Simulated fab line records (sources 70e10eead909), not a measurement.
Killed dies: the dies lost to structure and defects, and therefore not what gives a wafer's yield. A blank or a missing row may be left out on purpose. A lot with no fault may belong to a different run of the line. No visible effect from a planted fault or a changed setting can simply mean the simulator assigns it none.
Which tool is to blame? :: flow nand harc :: 42 wafers from 14 lots sampled at 3 of the route's 1302 steps

WHAT THE GAUGES READ, wafer by wafer
NHARC_A_BONDPAD_THK_MEAS_30: measures by ellipsometry. Usual: thk nm 200.1 nm, standard deviation 1.4.
lot: L341
measured: day 23 14:41
on: film metro-01
thk nm (nm): 200.7 199.8 200.5
flag: 

lot: L345
measured: day 24 08:43
on: film metro-02
thk nm (nm): 201.9 198.5 199.9
flag: 

lot: L346
measured: day 24 08:51
on: film metro-01
thk nm (nm): 197.9 200.6 202.0
flag: 

lot: L347
measured: day 25 05:54
on: film metro-01
thk nm (nm): 199.0 198.2 199.1
flag: 

lot: L348
measured: day 26 15:45
on: film metro-01
thk nm (nm): 200.0 200.4 201.8
flag: 

lot: L349
measured: day 26 12:03
on: film metro-02
thk nm (nm): 197.8 198.3 199.6
flag: 

lot: L350
measured: day 27 00:42
on: film metro-01
thk nm (nm): 196.8 197.6 199.1
flag: 

lot: L351
measured: day 28 02:25
on: film metro-02
thk nm (nm): 200.1 200.6 197.6
flag: 

lot: L354
measured: day 28 09:47
on: film metro-02
thk nm (nm): 200.1 199.6 196.9
flag: 

lot: L353
measured: day 28 05:09
on: film metro-01
thk nm (nm): 199.1 200.1 200.0
flag: 

lot: L352
measured: day 28 08:00
on: film metro-01
thk nm (nm): 199.7 199.3 199.7
flag: 

lot: L360
measured: day 31 06:32
on: film metro-02
thk nm (nm): 199.7 198.0 198.4
flag: 

lot: L363
measured: day 32 00:50
on: film metro-02
thk nm (nm): 199.5 198.6 199.5
flag: 

lot: L364
measured: day 32 19:51
on: film metro-02
thk nm (nm): 196.7 196.9 200.1
flag: 

NHARC_END_SORT_01. Usual: killed at array 53, standard deviation 18; killed at other 0.9, standard deviation 1.3; killed at periphery 4, standard deviation 3.1; killed dies 58, standard deviation 18; killed open 3.4, standard deviation 2; killed short 2.5, standard deviation 1.8.
lot: L363
measured: day 33 11:11
on: prober-02
killed at array: 135 142 138
killed at other: 0 0 0
killed at periphery: 2 2 3
killed dies: 137 144 141
killed open: 1 4 3
killed short: 1 2 1
flag: OFF

lot: L364
measured: day 34 02:04
on: prober-01
killed at array: 148 128 104
killed at other: 1 1 1
killed at periphery: 1 6 4
killed dies: 150 135 109
killed open: 2 4 4
killed short: 2 2 1
flag: OFF

WHAT TOOL EACH LOT RAN ON (gives the tool, then ch and the chambers of the sampled wafers, and finally the start)
lot: L341
NHARC_A_CHANNEL_FILL_D1_STRIP_28: rie diel-09 ch 0,1, day 10 12:35

lot: L345
NHARC_A_CHANNEL_FILL_D1_STRIP_28: rie diel-09 ch 1,2,3, day 11 14:26

lot: L346
NHARC_A_CHANNEL_FILL_D1_STRIP_28: rie diel-09 ch 0,2, day 11 21:45

lot: L347
NHARC_A_CHANNEL_FILL_D1_STRIP_28: rie diel-09 ch 2,3, day 12 09:32

lot: L348
NHARC_A_CHANNEL_FILL_D1_STRIP_28: rie diel-09 ch 1,2, day 13 05:08

lot: L349
NHARC_A_CHANNEL_FILL_D1_STRIP_28: rie diel-12 ch 0,2,3, day 13 05:09

lot: L350
NHARC_A_CHANNEL_FILL_D1_STRIP_28: rie diel-12 ch 0,1,3, day 13 18:14

lot: L351
NHARC_A_CHANNEL_FILL_D1_STRIP_28: rie diel-09 ch 0,1,2, day 14 06:26

lot: L354
NHARC_A_CHANNEL_FILL_D1_STRIP_28: rie diel-13 ch 0,3, day 14 18:59

lot: L353
NHARC_A_CHANNEL_FILL_D1_STRIP_28: rie diel-12 ch 1,2, day 14 18:59

lot: L352
NHARC_A_CHANNEL_FILL_D1_STRIP_28: rie diel-09 ch 0,1, day 14 18:59

lot: L360
NHARC_A_CHANNEL_FILL_D1_STRIP_28: rie diel-13 ch 0,2,3, day 18 00:22

lot: L363
NHARC_A_CHANNEL_FILL_D1_STRIP_28: rie diel-09 ch 0,1,2, day 18 23:05

lot: L364
NHARC_A_CHANNEL_FILL_D1_STRIP_28: rie diel-09 ch 0,2,3, day 19 19:41
- NHARC_A_CHANNEL_FILL_D1_STRIP_28: strips in O2, time 20 s.

AS READ BY THE TOOLS THEMSELVES (means over the sampled wafers that have a number; for cases with no such wafer, the mark the record gives instead)
NHARC_A_CHANNEL_FILL_D1_STRIP_28. Usual: drypump motor current A 5.7 A, standard deviation 0.34; oes product au 0.998 a.u., standard deviation 0.0084; rf vpp V 57.6 V, standard deviation 0.87; showerhead plenum p Torr 3.51 Torr, standard deviation 0.14; throttle valve pct 17.037 %, standard deviation 0.0079.
lot: L341
tool: rie diel-09
drypump motor current A (A): 5.9
oes product au (a.u.): 0.990
rf vpp V (V): 58.8
showerhead plenum p Torr (Torr): 3.57
throttle valve pct (%): 17.047
flag: 

lot: L345
tool: rie diel-09
drypump motor current A (A): 5.7
oes product au (a.u.): 0.990
rf vpp V (V): 58.1
showerhead plenum p Torr (Torr): 3.48
throttle valve pct (%): 17.041
flag: 

lot: L346
tool: rie diel-09
drypump motor current A (A): 6.0
oes product au (a.u.): 0.998
rf vpp V (V): 57.3
showerhead plenum p Torr (Torr): 3.68
throttle valve pct (%): 17.037
flag: 

lot: L347
tool: rie diel-09
drypump motor current A (A): 5.7
oes product au (a.u.): 1.000
rf vpp V (V): 58.4
showerhead plenum p Torr (Torr): 3.54
throttle valve pct (%): 17.038
flag: 

lot: L348
tool: rie diel-09
drypump motor current A (A): 5.5
oes product au (a.u.): 0.999
rf vpp V (V): 57.1
showerhead plenum p Torr (Torr): 3.43
throttle valve pct (%): 17.038
flag: 

lot: L349
tool: rie diel-12
drypump motor current A (A): 5.8
oes product au (a.u.): 0.992
rf vpp V (V): 58.3
showerhead plenum p Torr (Torr): 3.56
throttle valve pct (%): 17.043
flag: 

lot: L350
tool: rie diel-12
drypump motor current A (A): 5.8
oes product au (a.u.): 0.996
rf vpp V (V): 57.4
showerhead plenum p Torr (Torr): 3.44
throttle valve pct (%): 17.030
flag: 

lot: L351
tool: rie diel-09
drypump motor current A (A): 5.8
oes product au (a.u.): 1.006
rf vpp V (V): 57.6
showerhead plenum p Torr (Torr): 3.55
throttle valve pct (%): 17.033
flag: 

lot: L354
tool: rie diel-13
drypump motor current A (A): 6.1
oes product au (a.u.): 1.002
rf vpp V (V): 57.5
showerhead plenum p Torr (Torr): 3.44
throttle valve pct (%): 17.035
flag: 

lot: L353
tool: rie diel-12
drypump motor current A (A): 5.4
oes product au (a.u.): 1.003
rf vpp V (V): 58.7
showerhead plenum p Torr (Torr): 3.59
throttle valve pct (%): 17.033
flag: 

lot: L352
tool: rie diel-09
drypump motor current A (A): 5.7
oes product au (a.u.): 0.992
rf vpp V (V): 58.7
showerhead plenum p Torr (Torr): 3.44
throttle valve pct (%): 17.040
flag: 

lot: L360
tool: rie diel-13
drypump motor current A (A): 5.8
oes product au (a.u.): 1.001
rf vpp V (V): 57.9
showerhead plenum p Torr (Torr): 3.50
throttle valve pct (%): 17.031
flag: 

lot: L363
tool: rie diel-09
drypump motor current A (A): 5.8
oes product au (a.u.): 1.002
rf vpp V (V): 57.2
showerhead plenum p Torr (Torr): 3.55
throttle valve pct (%): 17.033
flag: 

lot: L364
tool: rie diel-09
drypump motor current A (A): 5.9
oes product au (a.u.): 0.992
rf vpp V (V): 57.3
showerhead plenum p Torr (Torr): 3.60
throttle valve pct (%): 17.036
flag: 

THE ANSWER, worked out from the rows above alone
Rule: a lot is off if the mean of its wafers that have a number lies more than 3 standard deviations from the usual mean. A lot without any number at a reading at which 4 lots or more have one is off too. All remaining lots with rows at the step are treated as sound. The gauges are gone through in route order, then the tools' own readings, and for those a lot's mean is taken as printed above. At the first step where some lot is off, the reading lying furthest off is the one used; lots without a number count as furthest.
Off: L363, L364, at NHARC_END_SORT_01 (killed at array). Neither off nor sound, because the step has no rows for them: L341, L345, L346, L347, L348, L349, L350, L351, L354, L353, L352, L360.
If a tool, at a process step before that reading, ran all the lots that are off and no sound lot after the first of them, it fits. The gauges at NHARC_END_SORT_01 are tried like those tools. One fits: NHARC_A_CHANNEL_FILL_D1_STRIP_28 on rie diel-09. It ran no sound lot before its first lot that is off in this sample, so the start can't be narrowed down.

WHAT THE SIMULATOR PUT IN
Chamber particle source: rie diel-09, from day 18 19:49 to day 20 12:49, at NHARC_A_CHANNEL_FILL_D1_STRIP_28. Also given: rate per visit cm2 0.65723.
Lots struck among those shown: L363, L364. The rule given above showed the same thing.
